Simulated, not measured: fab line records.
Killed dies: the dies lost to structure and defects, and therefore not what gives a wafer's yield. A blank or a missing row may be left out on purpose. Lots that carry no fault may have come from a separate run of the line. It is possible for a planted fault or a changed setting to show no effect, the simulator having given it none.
Lot-split experiment	flow n5 finfet	route with 1938 steps; 7 lots, 39 wafers read

== ON THE SPLIT ==
At N5_HKMG_FIN_ETCH_54 (etches SiARC in CF4, target depth 45.5 nm, time 75.8 s), the setting source w was moved away from the recipe's 545 W on 18 of the 39 wafers read, by -17.0% to +14.9%. For the rest of the wafers, this setting stayed at what the recipe calls for.

The reading comes from the split's own step.

== THE READING ==
rf vpp V, in V, at N5_HKMG_FIN_ETCH_54 (etches SiARC in CF4, target depth 45.5 nm, time 75.8 s). Fault-free wafers of this fab line usually give 184.5 V, standard deviation 1.2 V.

wafer	tool, chamber at the split	source w as run, W	against the recipe	rf vpp V, V	against lot-mates on the recipe
L074.1	rie diel-05, 3	545	recipe	184.5	-
L074.2	rie diel-05, 2	545	recipe	184.7	-
L074.3	rie diel-05, 0	593	+8.8%	178.7	-5.4
L074.4	rie diel-05, 1	593	+8.8%	178.5	-5.6
L074.5	rie diel-05, 3	593	+8.8%	178.7	-5.4
L074.6	rie diel-05, 0	545	recipe	183.0	-
L078.1	rie diel-05, 3	545	recipe	183.4	-
L078.2	rie diel-05, 0	486.8	-10.7%	192.2	+8.4
L078.3	rie diel-05, 1	486.8	-10.7%	192.4	+8.6
L078.4	rie diel-05, 2	486.8	-10.7%	191.4	+7.6
L078.5	rie diel-05, 0	545	recipe	183.7	-
L078.6	rie diel-05, 1	545	recipe	184.2	-
L082.1	rie diel-05, 3	545	recipe	185.1	-
L082.2	rie diel-05, 0	545	recipe	184.8	-
L082.3	rie diel-05, 2	463.4	-15.0%	196.4	+12.5
L082.4	rie diel-05, 2	463.4	-15.0%	193.5	+9.6
L082.5	rie diel-05, 0	463.4	-15.0%	194.5	+10.6
L082.6	rie diel-05, 3	545	recipe	181.9	-
L088.1	rie diel-06, 1	452.1	-17.0%	196.0	+11.8
L088.2	rie diel-06, 3	452.1	-17.0%	197.7	+13.5
L088.3	rie diel-06, 2	545	recipe	185.7	-
L088.4	rie diel-06, 0	452.1	-17.0%	198.3	+14.1
L088.5	rie diel-06, 1	545	recipe	182.8	-
L088.6	rie diel-06, 0	545	recipe	184.1	-
L092.1	rie diel-06, 2	545	recipe	185.6	-
L092.2	rie diel-06, 0	545	recipe	186.7	-
L092.3	rie diel-06, 1	545	recipe	183.6	-
L093.1	rie diel-06, 0	626.3	+14.9%	177.7	-6.5
L093.2	rie diel-06, 2	545	recipe	184.1	-
L093.3	rie diel-06, 1	545	recipe	182.7	-
L093.4	rie diel-06, 2	626.3	+14.9%	176.2	-8.0
L093.5	rie diel-06, 0	545	recipe	185.7	-
L093.6	rie diel-06, 1	626.3	+14.9%	176.0	-8.2
L095.1	rie diel-05, 2	545	recipe	183.4	-
L095.2	rie diel-05, 0	545	recipe	184.1	-
L095.3	rie diel-05, 1	545	recipe	185.4	-
L095.4	rie diel-05, 2	467.8	-14.2%	194.9	+10.6
L095.5	rie diel-05, 0	467.8	-14.2%	194.7	+10.4
L095.6	rie diel-05, 1	467.8	-14.2%	193.6	+9.3

THE FIT
A straight line over all 39 wafers: rf vpp V changes by -0.668 V for each +1% of source w; r = -0.98; the points scatter about the line by 1.3 V.
The same after taking each lot's own level away (the mean of its wafers on the recipe; 39 wafers): -0.673 V for each +1%; r = -0.98; scatter 1.2 V.
According to that fit, moving source w by its largest amount changes the reading by 11 V.
Measured against the standard deviation above, the lots' own levels, which go from 183.77 to 185.30 V, span 1.3 times it.
Consequently the slope shifts little with the lot-to-lot level, the two slopes agreeing.
Check: for one of the wafers moved furthest among these (-17.0%), held out of the fit, the line's prediction against its lot-mates is +12 V. Against them it came out at +11.8 V.
Tool readings at the split's step, against how far the setting was moved: etch rf on time s r = -0.98; rf vpp V r = -0.98.

== OTHER SPLITS APPLIED TO THESE WAFERS ==
These wafers also went through other splits before the reading. Each is held against what the fit with the lots' levels taken away leaves over:
other split on the same wafers	wafers away from the commonest value	r with rf vpp V (lot level and that fit taken away)
N5_DUMMY_GATE_ETCH_32 time s	18	+0.06

== THE WHOLE CHAIN: every reading that the file lists as answering this split, in the file's order ==
step	what it does	reading	change (the file's fit)	r (the file's)
N5_HKMG_FIN_ETCH_54	etches SiARC in CF4, target depth 45.5 nm, time 75.8 s	etch rf on time s	withheld for each +1% of the setting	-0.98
N5_HKMG_FIN_ETCH_54	etches SiARC in CF4, target depth 45.5 nm, time 75.8 s	rf vpp V	-0.688 V for each +1% of the setting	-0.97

== THE FILE'S OWN FIT ==
rf vpp V changes by -0.688 V for each +1% of source w, r = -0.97.
